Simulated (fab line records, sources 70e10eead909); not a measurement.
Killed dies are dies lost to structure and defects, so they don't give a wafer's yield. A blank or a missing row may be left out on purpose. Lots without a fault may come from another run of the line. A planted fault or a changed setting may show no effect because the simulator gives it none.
Which tool did it? | flow nand_harc | 7 lots, 21 wafers sampled, at 3 steps of a route of 1302

WHAT THE GAUGES READ, wafer by wafer
NHARC_A_CHANNEL_HOLE_D2_CD_MEAS_31.
lot  | measured     | on        | cd_nm (nm)
L843 | day 17 01:47 | cd_sem-01 | -0.3 1.1 1.1
L846 | day 18 04:11 | cd_sem-02 | -0.4 -0.5 -0.8
L848 | day 19 02:35 | cd_sem-01 | 88.8 92.5 89.6
L850 | day 19 09:08 | cd_sem-02 | 89.5 90.3 90.5
L854 | day 21 05:49 | cd_sem-03 | 91.8 90.5 90.3
L855 | day 21 20:11 | cd_sem-01 | 89.9 89.7 88.0
L857 | day 22 19:14 | cd_sem-01 | 89.1 91.0 91.6

WHICH TOOL RAN EACH LOT (tool, then ch and the chambers of the sampled wafers, then the start)
lot  | NHARC_A_CHANNEL_HOLE_D2_ETCH_34               | NHARC_A_CHANNEL_HOLE_D2_ETCH_25
L843 | rie_diel-04 ch 0,2,3, day 16 20:09 or earlier | har_etch-01 ch 0,1, day 16 23:07
L846 | rie_diel-08 ch 1,2,3, day 17 22:35 or earlier | har_etch-01 ch 0,1, day 18 01:43
L848 | rie_diel-09 ch 2,3, day 18 21:00 or earlier   | har_etch-02 ch 0,1, day 18 23:58
L850 | rie_diel-08 ch 0,1,3, day 19 03:32 or earlier | har_etch-02 ch 1, day 19 06:31
L854 | rie_diel-08 ch 0,2,3, day 21 00:13 or earlier | har_etch-02 ch 0,1, day 21 03:11
L855 | rie_diel-08 ch 1,3, day 21 14:37 or earlier   | har_etch-01 ch 0,1, day 21 17:43
L857 | rie_diel-08 ch 0,3, day 22 13:07 or earlier   | har_etch-02 ch 0,1, day 22 16:37
- NHARC_A_CHANNEL_HOLE_D2_ETCH_34: etches the open film in CF4/CHF3, target depth 154 nm, time 77 s.
- NHARC_A_CHANNEL_HOLE_D2_ETCH_25: etches the open film in C4F8/O2/Ar, time 1040.2 s, target depth 1500 nm.

THE ANSWER, worked out from the rows above alone
Rule: what is usual is taken from the lots themselves. Put in order of their means at a reading, lots are off if they are a third of the lots or fewer, leave a main group of 4 or more, and stand apart from it by a gap of 3 or more times the standard deviation of the main group's means; of several such gaps the widest counts. A main group whose means are all the same, to the digits that the tables above print for the reading, isn't used. A lot without any number at a reading at which 4 lots or more have one is off too. The other lots that the step has rows for count as sound.
Off: L843, L846, at NHARC_A_CHANNEL_HOLE_D2_CD_MEAS_31 (cd_nm). The main group: mean 90.2 nm, standard deviation 0.57.
A tool fits if, at a process step before that reading, it ran every lot that is off, and no sound lot after the first of them. The gauges at NHARC_A_CHANNEL_HOLE_D2_CD_MEAS_31 are tried like those tools. NHARC_A_CHANNEL_HOLE_D2_ETCH_34 gives no start for some lots, so the hours and the order of its lots are those of NHARC_A_CHANNEL_HOLE_D2_CD_MEAS_18. None of those tried fits.

WHAT THE SIMULATOR HAD PUT IN
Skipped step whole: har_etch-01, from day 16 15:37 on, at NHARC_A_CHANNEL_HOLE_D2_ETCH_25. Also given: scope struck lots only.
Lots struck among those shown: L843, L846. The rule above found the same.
